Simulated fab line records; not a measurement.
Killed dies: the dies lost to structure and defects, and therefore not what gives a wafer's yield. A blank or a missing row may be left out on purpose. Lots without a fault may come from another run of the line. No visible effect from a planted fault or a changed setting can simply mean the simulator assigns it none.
What tool caused it? :: flow nandHarc :: Sampling: 12 lots, 36 wafers, 6 of 1302 route steps

## WHAT EACH GAUGE READ, for each wafer
NHARC_P_M2_CD_MEAS_09: target cd 170 nm. Usual: cdNm 169.9 nm, standard deviation 0.61.
lot: L496
measured: day 6 13:44
on: cdSem-03
cdNm (nm): 169.1 170.4 169.9
flag: 

lot: L498
measured: day 7 01:30
on: cdSem-03
cdNm (nm): 170.5 170.6 170.5
flag: 

lot: L504
measured: day 10 00:27
on: cdSem-01
cdNm (nm): 185.0 184.7 185.1
flag: OFF

lot: L507
measured: day 10 21:17
on: cdSem-01
cdNm (nm): 184.9 183.7 184.2
flag: OFF

lot: L510
measured: day 12 15:16
on: cdSem-01
cdNm (nm): 169.2 168.5 169.4
flag: 

lot: L509
measured: day 12 16:01
on: cdSem-02
cdNm (nm): 169.7 170.9 169.6
flag: 

lot: L511
measured: day 13 00:13
on: cdSem-03
cdNm (nm): 168.9 169.7 169.9
flag: 

lot: L513
measured: day 13 17:58
on: cdSem-02
cdNm (nm): 169.6 169.4 170.0
flag: 

lot: L515
measured: day 14 08:57
on: cdSem-02
cdNm (nm): 170.6 170.9 171.2
flag: 

lot: L516
measured: day 14 21:05
on: cdSem-03
cdNm (nm): 170.3 170.7 169.3
flag: 

lot: L517
measured: day 15 07:32
on: cdSem-03
cdNm (nm): 169.4 169.5 170.4
flag: 

lot: L519
measured: day 15 23:22
on: cdSem-03
cdNm (nm): 170.7 171.2 170.1
flag: 

NHARC_P_M2_OVL_MEAS_10: pitch 340 nm. Usual: overlayXNm 0.0 nm, standard deviation 0.66; overlayYNm -0.1 nm, standard deviation 0.88.
lot: L496
measured: day 6 13:49
on: overlay-01
overlayXNm (nm): 1.5 1.2 1.0
overlayYNm (nm): -0.9 -1.5 -1.5
flag: 

lot: L498
measured: day 7 01:35
on: overlay-01
overlayXNm (nm): 0.7 0.4 0.5
overlayYNm (nm): -1.2 -0.3 -1.0
flag: 

lot: L504
measured: day 10 00:32
on: overlay-01
overlayXNm (nm): -0.5 -0.3 -0.6
overlayYNm (nm): -0.7 -0.9 -0.1
flag: 

lot: L507
measured: day 10 21:22
on: overlay-01
overlayXNm (nm): 0.1 0.6 0.6
overlayYNm (nm): 0.4 0.4 0.0
flag: 

lot: L510
measured: day 12 15:22
on: overlay-02
overlayXNm (nm): 0.5 0.3 0.1
overlayYNm (nm): -0.2 -0.2 -0.9
flag: 

lot: L509
measured: day 12 16:05
on: overlay-02
overlayXNm (nm): -1.7 -1.2 -0.8
overlayYNm (nm): 0.1 -0.2 -0.5
flag: 

lot: L511
measured: day 13 00:18
on: overlay-02
overlayXNm (nm): 0.0 0.3 -0.2
overlayYNm (nm): 0.1 0.1 -0.3
flag: 

lot: L513
measured: day 13 18:03
on: overlay-01
overlayXNm (nm): 0.9 0.9 0.6
overlayYNm (nm): 1.9 2.1 2.3
flag: 

lot: L515
measured: day 14 09:02
on: overlay-02
overlayXNm (nm): -0.4 -0.2 -0.4
overlayYNm (nm): 1.2 1.0 1.5
flag: 

lot: L516
measured: day 14 21:10
on: overlay-02
overlayXNm (nm): 0.3 0.5 0.2
overlayYNm (nm): -0.4 -0.8 -1.4
flag: 

lot: L517
measured: day 15 07:37
on: overlay-02
overlayXNm (nm): 0.0 -0.1 0.3
overlayYNm (nm): 0.6 0.8 0.4
flag: 

lot: L519
measured: day 15 23:26
on: overlay-02
overlayXNm (nm): -0.3 -0.5 -0.3
overlayYNm (nm): -0.5 -0.9 -1.1
flag: 

NHARC_END_SORT_01. Usual: for defectLimitedYield, 91.2 % with a standard deviation of 1.8; for killedAtArray, 55 with a standard deviation of 12; for killedAtOther, 1.0 with a standard deviation of 1.2; for killedAtPeriphery, 3.9 with a standard deviation of 2.6; for killedDies, 60 with a standard deviation of 12; for killedOpen, 3.3 with a standard deviation of 1.9; for killedShort, 2.5 with a standard deviation of 1.8.
lot: L496
measured: day 24 06:38
on: prober-02
defectLimitedYield (%): 93.1 91.6 93.4
killedAtArray: 37 50 36
killedAtOther: 1 0 1
killedAtPeriphery: 9 7 8
killedDies: 47 57 45
killedOpen: 0 6 4
killedShort: 1 3 1
flag: 

lot: L504
measured: day 28 01:38
on: prober-01
defectLimitedYield (%): 91.0 91.4 90.7
killedAtArray: 58 51 58
killedAtOther: 2 4 1
killedAtPeriphery: 1 3 4
killedDies: 61 58 63
killedOpen: 2 4 6
killedShort: 1 2 1
flag: 

lot: L507
measured: day 28 16:09
on: prober-01
defectLimitedYield (%): 91.7 92.9 92.8
killedAtArray: 46 42 45
killedAtOther: 1 2 2
killedAtPeriphery: 9 4 2
killedDies: 56 48 49
killedOpen: 4 1 6
killedShort: 8 3 3
flag: 

lot: L513
measured: day 31 12:39
on: prober-01
defectLimitedYield (%): 91.9 90.7 91.1
killedAtArray: 52 58 52
killedAtOther: 0 1 0
killedAtPeriphery: 3 4 8
killedDies: 55 63 60
killedOpen: 5 4 4
killedShort: 0 1 0
flag: 

lot: L515
measured: day 32 02:43
on: prober-02
defectLimitedYield (%): 94.4 93.5 93.5
killedAtArray: 38 38 43
killedAtOther: 0 0 0
killedAtPeriphery: 0 6 1
killedDies: 38 44 44
killedOpen: 3 3 6
killedShort: 2 6 6
flag: 

## WHICH TOOL RAN EACH LOT (tool, then ch and the chambers of the sampled wafers, then the start)
lot: L496
NHARC_P_M1_STRIP_18: rieDiel-07 ch 2,3, day 6 10:17
NHARC_P_M2_PEB_07: lithoTrack-04 ch 0, day 6 13:39
NHARC_P_M2_ETCH_15: rieDiel-04 ch 0,2,3, day 24 06:38 or earlier

lot: L498
NHARC_P_M1_STRIP_18: rieDiel-06 ch 0,1, day 6 22:02
NHARC_P_M2_PEB_07: lithoTrack-04 ch 0, day 7 01:25
NHARC_P_M2_ETCH_15: rieDiel-12 ch 2,3, no start

lot: L504
NHARC_P_M1_STRIP_18: rieDiel-06 ch 0,1,2, day 9 20:59
NHARC_P_M2_PEB_07: lithoTrack-04 ch 0, day 10 00:22
NHARC_P_M2_ETCH_15: rieDiel-12 ch 0,1,3, day 28 01:38 or earlier

lot: L507
NHARC_P_M1_STRIP_18: rieDiel-07 ch 0,1,3, day 10 17:53
NHARC_P_M2_PEB_07: lithoTrack-04 ch 0, day 10 21:12
NHARC_P_M2_ETCH_15: rieDiel-01 ch 0,2,3, day 28 16:09 or earlier

lot: L510
NHARC_P_M1_STRIP_18: rieDiel-07 ch 0,2,3, day 12 11:23
NHARC_P_M2_PEB_07: lithoTrack-06 ch 0, day 12 15:11
NHARC_P_M2_ETCH_15: rieDiel-01 ch 0,2,3, no start

lot: L509
NHARC_P_M1_STRIP_18: rieDiel-07 ch 0,2, day 12 12:25
NHARC_P_M2_PEB_07: lithoTrack-06 ch 0, day 12 15:56
NHARC_P_M2_ETCH_15: rieDiel-01 ch 0,2,3, no start

lot: L511
NHARC_P_M1_STRIP_18: rieDiel-06 ch 0,1, day 12 20:37
NHARC_P_M2_PEB_07: lithoTrack-01 ch 0, day 13 00:08
NHARC_P_M2_ETCH_15: rieDiel-04 ch 0,2,3, no start

lot: L513
NHARC_P_M1_STRIP_18: rieDiel-06 ch 0,3, day 13 14:24
NHARC_P_M2_PEB_07: lithoTrack-06 ch 0, day 13 17:53
NHARC_P_M2_ETCH_15: rieDiel-12 ch 1,2, day 31 12:39 or earlier

lot: L515
NHARC_P_M1_STRIP_18: rieDiel-07 ch 0,1,3, day 14 05:13
NHARC_P_M2_PEB_07: lithoTrack-01 ch 0, day 14 08:52
NHARC_P_M2_ETCH_15: rieDiel-01 ch 0,1,3, day 32 02:43 or earlier

lot: L516
NHARC_P_M1_STRIP_18: rieDiel-06 ch 2,3, day 14 17:29
NHARC_P_M2_PEB_07: lithoTrack-04 ch 0, day 14 21:00
NHARC_P_M2_ETCH_15: rieDiel-01 ch 1,2, no start

lot: L517
NHARC_P_M1_STRIP_18: rieDiel-07 ch 0,1, day 15 03:56
NHARC_P_M2_PEB_07: lithoTrack-06 ch 0, day 15 07:28
NHARC_P_M2_ETCH_15: rieDiel-01 ch 0,1,3, day 15 07:59

lot: L519
NHARC_P_M1_STRIP_18: rieDiel-06 ch 1,2, day 15 19:46
NHARC_P_M2_PEB_07: lithoTrack-04 ch 0, day 15 23:17
NHARC_P_M2_ETCH_15: rieDiel-12 ch 1,2,3, no start
- NHARC_P_M1_STRIP_18: strips in N2/H2.
- NHARC_P_M2_PEB_07: peb time 65 s.
- NHARC_P_M2_ETCH_15: etches the open film in C4F8/Ar, target depth 182.5 nm, time 91.2 s.

## WHAT THE TOOLS THEMSELVES READ (means of the sampled wafers that have a number; where no wafer has one, the mark that the record gives instead)
NHARC_P_M1_STRIP_18. Usual: drypumpMotorCurrentA 5.7 A, standard deviation 0.5; n2FlowSccm 150.0 sccm, standard deviation 0.44; oesProductAu 1.001 a.u., standard deviation 0.0099; rfVppV 90.9 V, standard deviation 0.95; showerheadPlenumPTorr 2.07 Torr, standard deviation 0.081; throttleValvePct 14.171 %, standard deviation 0.008.
lot: L496
tool: rieDiel-07
drypumpMotorCurrentA (A): 5.1
n2FlowSccm (sccm): 149.7
oesProductAu (a.u.): 1.003
rfVppV (V): 91.3
showerheadPlenumPTorr (Torr): 2.12
throttleValvePct (%): 14.168
flag: 

lot: L498
tool: rieDiel-06
drypumpMotorCurrentA (A): 5.9
n2FlowSccm (sccm): 150.1
oesProductAu (a.u.): 0.995
rfVppV (V): 90.3
showerheadPlenumPTorr (Torr): 2.13
throttleValvePct (%): 14.167
flag: 

lot: L504
tool: rieDiel-06
drypumpMotorCurrentA (A): 6.1
n2FlowSccm (sccm): 150.3
oesProductAu (a.u.): 0.996
rfVppV (V): 90.8
showerheadPlenumPTorr (Torr): 2.08
throttleValvePct (%): 14.164
flag: 

lot: L507
tool: rieDiel-07
drypumpMotorCurrentA (A): 5.5
n2FlowSccm (sccm): 149.9
oesProductAu (a.u.): 1.007
rfVppV (V): 91.2
showerheadPlenumPTorr (Torr): 2.03
throttleValvePct (%): 14.161
flag: 

lot: L510
tool: rieDiel-07
drypumpMotorCurrentA (A): 5.3
n2FlowSccm (sccm): 150.3
oesProductAu (a.u.): 1.007
rfVppV (V): 90.8
showerheadPlenumPTorr (Torr): 2.10
throttleValvePct (%): 14.170
flag: 

lot: L509
tool: rieDiel-07
drypumpMotorCurrentA (A): 5.1
n2FlowSccm (sccm): 149.8
oesProductAu (a.u.): 1.008
rfVppV (V): 90.9
showerheadPlenumPTorr (Torr): 2.10
throttleValvePct (%): 14.167
flag: 

lot: L511
tool: rieDiel-06
drypumpMotorCurrentA (A): 5.9
n2FlowSccm (sccm): 150.1
oesProductAu (a.u.): 0.994
rfVppV (V): 91.7
showerheadPlenumPTorr (Torr): 2.13
throttleValvePct (%): 14.167
flag: 

lot: L513
tool: rieDiel-06
drypumpMotorCurrentA (A): 5.8
n2FlowSccm (sccm): 150.6
oesProductAu (a.u.): 0.994
rfVppV (V): 90.5
showerheadPlenumPTorr (Torr): 2.03
throttleValvePct (%): 14.174
flag: 

lot: L515
tool: rieDiel-07
drypumpMotorCurrentA (A): 5.5
n2FlowSccm (sccm): 150.5
oesProductAu (a.u.): 0.999
rfVppV (V): 90.7
showerheadPlenumPTorr (Torr): 2.03
throttleValvePct (%): 14.169
flag: 

lot: L516
tool: rieDiel-06
drypumpMotorCurrentA (A): 6.3
n2FlowSccm (sccm): 149.9
oesProductAu (a.u.): 1.004
rfVppV (V): 91.8
showerheadPlenumPTorr (Torr): 2.06
throttleValvePct (%): 14.172
flag: 

lot: L517
tool: rieDiel-07
drypumpMotorCurrentA (A): 5.4
n2FlowSccm (sccm): 149.8
oesProductAu (a.u.): 0.992
rfVppV (V): 90.9
showerheadPlenumPTorr (Torr): 2.02
throttleValvePct (%): 14.173
flag: 

lot: L519
tool: rieDiel-06
drypumpMotorCurrentA (A): 6.4
n2FlowSccm (sccm): 150.0
oesProductAu (a.u.): 1.009
rfVppV (V): 91.3
showerheadPlenumPTorr (Torr): 2.09
throttleValvePct (%): 14.168
flag: 

NHARC_P_M2_PEB_07. Usual: heaterPowerTotalW 156.6 W, standard deviation 0.4; plateTempC 99.97 C, standard deviation 0.13.
lot: L496
tool: lithoTrack-04
heaterPowerTotalW (W): 156.8
plateTempC (C): 99.92
flag: 

lot: L498
tool: lithoTrack-04
heaterPowerTotalW (W): 156.4
plateTempC (C): 99.92
flag: 

lot: L504
tool: lithoTrack-04
heaterPowerTotalW (W): 166.4
plateTempC (C): 104.61
flag: OFF

lot: L507
tool: lithoTrack-04
heaterPowerTotalW (W): 166.4
plateTempC (C): 104.67
flag: OFF

lot: L510
tool: lithoTrack-06
heaterPowerTotalW (W): 156.2
plateTempC (C): 99.70
flag: 

lot: L509
tool: lithoTrack-06
heaterPowerTotalW (W): 157.0
plateTempC (C): 99.88
flag: 

lot: L511
tool: lithoTrack-01
heaterPowerTotalW (W): 156.9
plateTempC (C): 99.95
flag: 

lot: L513
tool: lithoTrack-06
heaterPowerTotalW (W): 157.0
plateTempC (C): 99.96
flag: 

lot: L515
tool: lithoTrack-01
heaterPowerTotalW (W): 157.0
plateTempC (C): 100.10
flag: 

lot: L516
tool: lithoTrack-04
heaterPowerTotalW (W): 156.4
plateTempC (C): 99.97
flag: 

lot: L517
tool: lithoTrack-06
heaterPowerTotalW (W): 156.6
plateTempC (C): 99.89
flag: 

lot: L519
tool: lithoTrack-04
heaterPowerTotalW (W): 156.8
plateTempC (C): 100.11
flag: 

NHARC_P_M2_ETCH_15. Usual: oesProductAu 0.948 a.u., standard deviation 0.026; rfVppV 440.5 V, standard deviation 2.7.
lot: L496
tool: rieDiel-04
oesProductAu (a.u.): 0.924
rfVppV (V): 440.2
flag: 

lot: L498
tool: rieDiel-12
oesProductAu (a.u.): 0.924
rfVppV (V): 438.1
flag: 

lot: L504
tool: rieDiel-12
oesProductAu (a.u.): 0.922
rfVppV (V): 438.6
flag: 

lot: L507
tool: rieDiel-01
oesProductAu (a.u.): 0.932
rfVppV (V): 441.1
flag: 

lot: L510
tool: rieDiel-01
oesProductAu (a.u.): 0.974
rfVppV (V): 441.3
flag: 

lot: L509
tool: rieDiel-01
oesProductAu (a.u.): 0.977
rfVppV (V): 441.0
flag: 

lot: L511
tool: rieDiel-04
oesProductAu (a.u.): 0.928
rfVppV (V): 440.5
flag: 

lot: L513
tool: rieDiel-12
oesProductAu (a.u.): 0.923
rfVppV (V): 437.7
flag: 

lot: L515
tool: rieDiel-01
oesProductAu (a.u.): 0.974
rfVppV (V): 440.6
flag: 

lot: L516
tool: rieDiel-01
oesProductAu (a.u.): 0.965
rfVppV (V): 444.1
flag: 

lot: L517
tool: rieDiel-01
oesProductAu (a.u.): 0.929
rfVppV (V): 441.1
flag: 

lot: L519
tool: rieDiel-12
oesProductAu (a.u.): 0.915
rfVppV (V): 437.6
flag: 

## THE ANSWER, worked out from the rows above alone
Rule: a lot counts as off when the mean over its wafers that have a number is more than 3 standard deviations away from the usual mean. A lot without any number at a reading at which 4 lots or more have one is off too. The other lots that the step has rows for count as sound. After the gauges, taken in route order, come the tools' own readings; for these a lot's mean is taken, as printed above. The first step at which some lot is off is used, and at that step the reading that is off furthest; a lot without a number counts as furthest.
Off, at NHARC_P_M2_CD_MEAS_09 on cdNm: L504, L507.
If a tool, at a process step before that reading, ran all the lots that are off and no sound lot after the first of them, it fits. Not tried: the gauges at NHARC_P_M2_CD_MEAS_09; whatever is off there is also off at NHARC_P_M2_PEB_07, on other tools, and gauge error can't account for it. Not one of the candidates tried fits.

## WHAT THE SIMULATOR HAD INSERTED
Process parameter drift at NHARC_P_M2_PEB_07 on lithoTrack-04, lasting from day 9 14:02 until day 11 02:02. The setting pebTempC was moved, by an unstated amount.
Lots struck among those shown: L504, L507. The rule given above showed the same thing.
